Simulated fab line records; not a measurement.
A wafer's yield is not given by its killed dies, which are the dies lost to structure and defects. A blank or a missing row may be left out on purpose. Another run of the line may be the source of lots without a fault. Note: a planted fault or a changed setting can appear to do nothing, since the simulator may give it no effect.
A lot that was struck, set against a sound lot :: flow n5 finfet :: 20 steps out of a route of 1938
Sound: wafers L519.3, L519.5, L519.6. The struck wafers were L524.1, L524.5, L524.6. The cause comes at the end.
For every step that has rows: the tool of each side, followed by ch and its chambers, followed by its first start. Under that, the readings that differ: sound wafers :: struck wafers :: difference of the means :: sigmas: that difference in standard deviations of wafers without a fault.
alike: readings whose means differ by less than 2 such deviations, and words and numbers that are the same on both sides. not compared: withheld readings, readings that some wafer has no value for, bounds like >300 that may hide the same value, and numbers for which the record gives no deviation and whose values overlap.
Wherever a step has rows on one side only, a row that says differs or no value, or a row with sigmas, the two part there. Numbers that don't overlap but have no deviation are shown without sigmas and don't part them. Lack of a reading on every wafer of one side parts them only where that side has two or more wafers.

first, 9 steps without rows for these wafers: N5_BEOL_M8_DESCUM_16 (chemistry O2, time 7.9 s); N5_BEOL_M8_ETCH_61 (etches SiARC in CF4, target depth 45.5 nm, time 75.8 s); N5_BEOL_M8_ETCH_62 (etches SOC in N2/H2, target depth 110 nm, overetch 22 nm, time 165 s); N5_BEOL_M8_STRIP_68 (strips in N2/H2); N5_BEOL_M8_STRIP_67 (strips in CF4); N5_BEOL_M8_HM_OPEN_17 (chemistry Cl2/BCl3, target TiN, target depth 20 nm, overetch 6 nm); N5_BEOL_M8_STRIP_19 (strips in O2); N5_BEOL_M8_COAT_63 (time 60 s, resist thk 60 nm); N5_BEOL_M8_COAT_64 (time 60 s, resist thk 12 nm).
N5_BEOL_M8_COAT_71: time 60 s, resist thk 5 nm.
  sound on litho track-04 ch 0, day 17 07:20; struck on litho track-04 ch 0, day 17 18:32
reading: spin speed rpm (rpm)
sound: 1499.4 1497.6 1499.5
struck: 1409.4 1410.3 1410.1
difference: -88.9
sigmas: -89
  alike: exhaust pa, heater power total W, plate temp C, resist line temp C
then, 7 steps without rows for these wafers: N5_BEOL_M8_COAT_22 (resist thk 30 nm); N5_BEOL_M8_EBR_24; N5_BEOL_M8_SOFTBAKE_23 (time 60 s); N5_BEOL_M8_EXPOSE_25 (exposes mask V7, target cd 40 nm); N5_BEOL_M8_PEB_26 (peb time 60 s); N5_BEOL_M8_DEVELOP_27 (develop time 30 s); N5_BEOL_M8_DESCUM_33 (chemistry O2, time 7 s).
N5_BEOL_M8_ETCH_72: etches underlayer in N2/H2, target depth 6.5 nm, time 5.2 s.
  sound on rie diel-01 ch 2,3, day 17 07:53; struck on rie diel-01 ch 0,1, day 17 19:05
reading: model.etch.depth nm (nm)
sound: 4.992 4.998 4.996
struck: 5.154 5.169 5.174
difference: +0.170
sigmas: 
  alike: drypump motor current A, etch rf on time s, oes product au, rf vpp V, showerhead plenum p Torr, throttle valve pct
  not compared: rf hours counter h
then, 1 step without rows for these wafers: N5_BEOL_M8_ETCH_65 (etches SiARC in CF4, target depth 15.6 nm, time 26 s).
N5_PASSIVATION_PROBE_49:
  sound wafers here have rows in the record (prober-02, day 20 11:48); struck ones have none

== WHERE THEY PART ==
Last at N5_PASSIVATION_PROBE_49 as far as this record goes, first at N5_BEOL_M8_COAT_71.

WHY: what the simulator had put in
Drift in process parameters on litho track-04 at N5_BEOL_M8_COAT_71, starting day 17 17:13. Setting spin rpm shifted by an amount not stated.
